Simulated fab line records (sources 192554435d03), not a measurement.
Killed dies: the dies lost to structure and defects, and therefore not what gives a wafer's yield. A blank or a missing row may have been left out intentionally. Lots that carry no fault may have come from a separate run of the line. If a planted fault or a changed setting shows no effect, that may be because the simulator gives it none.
A struck lot beside a sound one || flow n5_finfet || 21 steps out of a route of 1938
Sound: the wafers L415.3, L415.4, L415.5. The struck wafers were L406.1, L406.2, L406.5. The cause comes at the end.
Order at every step that has rows: each side's tool, ch and its chambers, its first start. Under that, the readings that differ: sound wafers || struck wafers || difference of the means || sigmas: that difference in standard deviations of wafers without a fault.
alike: words and numbers the same on both sides, and readings whose means are apart by under 2 such deviations; not compared: readings that were withheld, readings missing a value for some wafer, numbers with overlapping values and no deviation given by the record, and bounds like >300 which may hide the same value.
A row with sigmas, a row that says differs or no value, or rows on one side alone: a step with any of these is where the two part. When numbers do not overlap yet have no deviation, they are printed without sigmas and do not part them. A reading missing from all wafers of one side parts the sides only when that side holds two or more wafers.

first, 9 steps without rows for these wafers: N5_BEOL_M3_PRE_CLEAN_60 (time 15 s); N5_BEOL_M3_CO_CAP_55 (material Co, precursor CCTBA/H2, target thk 2 nm, time 102.1 s); N5_BEOL_M3_PRE_CLEAN_56 (time 15 s); N5_BEOL_M3_DEP_57 (deposits SiCN from 3MS/NH3, target thk 8 nm, time 14 s); N5_BEOL_M4_ILD_DEP_00 (deposits SiOC from DEMS/O2, target thk 79 nm, time 15.3 s); N5_BEOL_M4_PECVD_72 (deposits SiO2 from TEOS/O2, target thk 16 nm, time 18 s); N5_BEOL_M4_HM_DEP_02 (deposits TiN, target thk 20 nm); N5_BEOL_M4_COAT_61 (time 60 s, resist thk 60 nm); N5_BEOL_M4_COAT_62 (time 60 s, resist thk 12 nm).
N5_BEOL_M4_COAT_73: time 60 s, resist thk 5 nm.
  sound on litho_track-05 ch 0, day 12 19:59; struck on litho_track-01 ch 0, day 10 14:28
{"reading": "spin_speed_rpm (rpm)", "sound": "1500.3 1500.1 1499.4", "struck": "1689.1 1689.2 1688.7", "difference": "+189.1", "sigmas": "+99 or more"}
  alike: chill_plate_temp_C
then, 7 steps without rows for these wafers: N5_BEOL_M4_COAT_05 (resist thk 30 nm); N5_BEOL_M4_EBR_07; N5_BEOL_M4_SOFTBAKE_06 (time 60 s); N5_BEOL_M4_EXPOSE_08 (exposes mask M4); N5_BEOL_M4_PEB_09 (peb time 60 s); N5_BEOL_M4_DEVELOP_10 (develop time 30 s); N5_BEOL_M4_DESCUM_16 (chemistry O2, time 7 s).
N5_BEOL_M4_ETCH_74: etches underlayer in N2/H2, target depth 6.5 nm, time 5.2 s.
  sound on rie_diel-04 ch 0,1, day 12 20:31; struck on rie_diel-01 ch 0,2,3, day 10 15:01
{"reading": "etch_rf_on_time_s (s)", "sound": "5.14 5.08 5.13", "struck": "4.96 4.95 5.03", "difference": -0.14, "sigmas": -2}
{"reading": "model.CAR-EUV_of_BEOL_M4_COAT_05.thk_nm (nm)", "sound": "20.4 20.4 20.2", "struck": "20.8 20.8 21", "difference": "+0.5", "sigmas": ""}
{"reading": "model.etch.depth_nm (nm)", "sound": "4.996 4.993 5.013", "struck": "4.741 4.753 4.731", "difference": -0.259, "sigmas": ""}
  alike: drypump_motor_current_A, h2_flow_sccm, oes_product_au, rf_fwd_power_W, rf_vpp_V, showerhead_plenum_p_Torr, throttle_valve_pct
  not compared: rf_hours_counter_h
N5_BEOL_M4_ETCH_63: etches SiARC in CF4, target depth 15.6 nm, time 26 s.
  sound on rie_diel-04 ch 0,1, day 12 20:32; struck on rie_diel-01 ch 0,2,3, day 10 15:02
{"reading": "model.CAR-EUV_of_BEOL_M4_COAT_05.thk_nm (nm)", "sound": "11.2 11.2 11", "struck": "11.6 11.6 11.6", "difference": "+0.5", "sigmas": ""}
  alike: drypump_motor_current_A, etch_rf_on_time_s, oes_product_au, rf_fwd_power_W, rf_vpp_V, showerhead_plenum_p_Torr, throttle_valve_pct
  not compared: rf_hours_counter_h
then, 1 step without rows for these wafers: N5_BEOL_M4_ETCH_64 (etches SOC in N2/H2, target depth 75 nm, overetch 22.5 nm, time 121.9 s).
N5_BEOL_M4_RC_MEAS_101:
  sound on prober-01 ch 0, day 13 06:36; struck on prober-02 ch 0, day 11 01:24
  alike: DIBL_N, DIBL_P, IOFF_N, IOFF_P, ION_N, ION_P, SS_N, SS_P, VT_N, VT_P

## WHERE THEY PART
First at N5_BEOL_M4_COAT_73; last, within this record, at N5_BEOL_M4_ETCH_74. Later steps at which nothing parts them and some readings are alike: N5_BEOL_M4_ETCH_63, N5_BEOL_M4_RC_MEAS_101.

WHY: whatever the simulator had introduced
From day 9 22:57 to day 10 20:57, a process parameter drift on litho_track-01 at N5_BEOL_M4_COAT_73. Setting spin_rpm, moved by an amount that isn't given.
